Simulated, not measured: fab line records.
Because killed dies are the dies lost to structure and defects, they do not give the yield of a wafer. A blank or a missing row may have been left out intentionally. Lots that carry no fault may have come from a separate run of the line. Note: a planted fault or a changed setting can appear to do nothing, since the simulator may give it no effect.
Chamber matching | flow nand-harc | 4 sister chambers for NHARC_P_STI_CMP_21 on cmp-02
The step polishes, t overpolish 20 s, target thk 380.67 nm. 8 wafers are shown with their chamber, then 7 later ones without.

## WAFERS WITH THEIR CHAMBER
wafer  | chamber | motor-current-A (A) | overpolish-run-s (s)
L825.5 | 2       | 12.3                | 19.995
L829.2 | 3       | 12.1                | 19.986
L829.6 | 0       | 11.4                | 19.991
L833.2 | 2       | 12.6                | 20.012
L833.3 | 0       | 10.9                | 20.003
L833.4 | 1       | 10.4                | 20.005
L837.1 | 1       | 10.1                | 19.998
L837.3 | 3       | 11.7                | 19.990

## WAFERS WITHOUT THEIR CHAMBER
wafer  | motor-current-A (A) | overpolish-run-s (s)
L837.6 | 12.9                | 20.013
L838.4 | 10.9                | 20.005
L838.5 | 10.3                | 19.994
L838.6 | 11.3                | 19.995
L843.4 | 11.3                | 19.996
L843.5 | 12.8                | 19.999
L843.6 | 12.0                | 20.010

## THE CHAMBER EACH PASSED THROUGH
wafer  | from the rows above          | in truth
L837.6 | 2                            | 2
L838.4 | can't be placed: 0 or 1      | 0
L838.5 | 1                            | 1
L838.6 | can't be placed: 0 or 3      | 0
L843.4 | can't be placed: 0 or 3      | 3
L843.5 | 2                            | 2
L843.6 | can't be placed: 2 or 3 or 0 | 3
3 of 7 placed correctly. Can't be placed from these rows: 4 (the true chamber is among the candidates in 4). 0 placed wrongly.
How it was worked out, from the rows above alone: a wafer's distance from a chamber is the root of the sum, over the readings, of the square of ((its reading less the chamber's mean) divided by the reading's scatter). If the next closest chamber is less than 2 further off than the closest, the wafer can't be placed; otherwise it belongs to the closest. For every chamber, the mean is computed from those of its wafers that are shown. The scatter: the root of (the sum of the squares of (reading less its chamber's mean) over the shown wafers, divided by (wafers less chambers)).
